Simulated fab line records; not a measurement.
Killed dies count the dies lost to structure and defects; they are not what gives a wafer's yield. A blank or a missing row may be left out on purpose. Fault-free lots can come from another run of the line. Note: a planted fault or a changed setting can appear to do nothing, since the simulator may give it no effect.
Problem report in the 8D (eight disciplines) form, filled by code -- flow n5Finfet -- the parts of the form that need people (team, actions taken, sign-off) are left out

== 1. PROBLEM STATEMENT ==
Wafers without a fault read 205.02 C, standard deviation 0.16; plateTempC at N5_BEOL_M5_COAT_74 reads a mean of 211.58 C on 6 wafers belonging to 2 lots. Measured from the usual mean, that is +41 standard deviations.
The step: time 60 s, resist thk 5 nm.
First seen on wafer L192.1, day 10 15:57, on lithoTrack-01. Wafers with a number at this step in the record: 33, from 11 lots. The rule behind "out" and "out of limits": a value lying over 4 standard deviations away from the usual mean. Any other wafer with a number is counted as sound.

== 2. WHAT IT IS, WHAT IT ISN'T ==
question,is,is not
which readings at this step,"plateTempC, heaterPowerTotalW",-
which lots,"L192, L198","L183, L184, L185, L188, L194, L202, L203, L204, L205"
which wafers of those lots,all that have a number,-
read on which tools,lithoTrack-01,"lithoTrack-03, lithoTrack-05"
when,from day 10 15:57,"up to then (9 sound wafers); but 18 sound wafers of L184, L194, L202, L203, L204, L205 came after"

== 3. THE SUSPECTS, EACH WITH WHAT RULES IT OUT ==
Counting: any tool at a process step up to the reading is kept as a suspect provided that every lot that is out went through it and no sound lot did after the first of them.
- lithoTrack-01 at N5_BEOL_M5_COAT_74 (time 60 s, resist thk 5 nm): ruled out as a lasting fault. Sound lots L205 ran on it after its first lot that is out, L192 (day 10 15:57).
Left after counting: nothing in the record.

== 4. THE CAUSE (what the simulator had put in) ==
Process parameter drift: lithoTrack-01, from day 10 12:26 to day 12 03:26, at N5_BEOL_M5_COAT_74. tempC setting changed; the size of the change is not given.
Counting ruled it out, wrongly.

== 5. THE EFFECT CHAIN, in route order ==
One row per reading whose mean, taken over the struck wafers that have a number, lies over 3 standard deviations from the usual. Readings are gone through only where the record gives a usual standard deviation; hours: the median, over the lots, of the time from a lot's start at the first step in this table giving one to that lot's start at this step; sigmas: the change measured in usual standard deviations.
hours,step,reading,usual,on struck wafers,change,sigmas
0,N5_BEOL_M5_COAT_74,heaterPowerTotalW,391.8 W,407.2,+15.4,+11
0,N5_BEOL_M5_COAT_74,plateTempC,205.02 C,211.58,+6.56,+41
Process steps it contains:
- N5_BEOL_M5_COAT_74: time 60 s, resist thk 5 nm.
At these later measuring or inspecting steps, every struck wafer for which the step has a row has a number for every such reading, and none has moved that far: N5_BEOL_M5_CD_MEAS_28, N5_BEOL_M5_INSPECT_30.

== 6. HOW IT WOULD HAVE BEEN CAUGHT EARLIER ==
4 hours passed between the start of the fault at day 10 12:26 and the first reading out of limits in this record, taken at day 10 15:57.
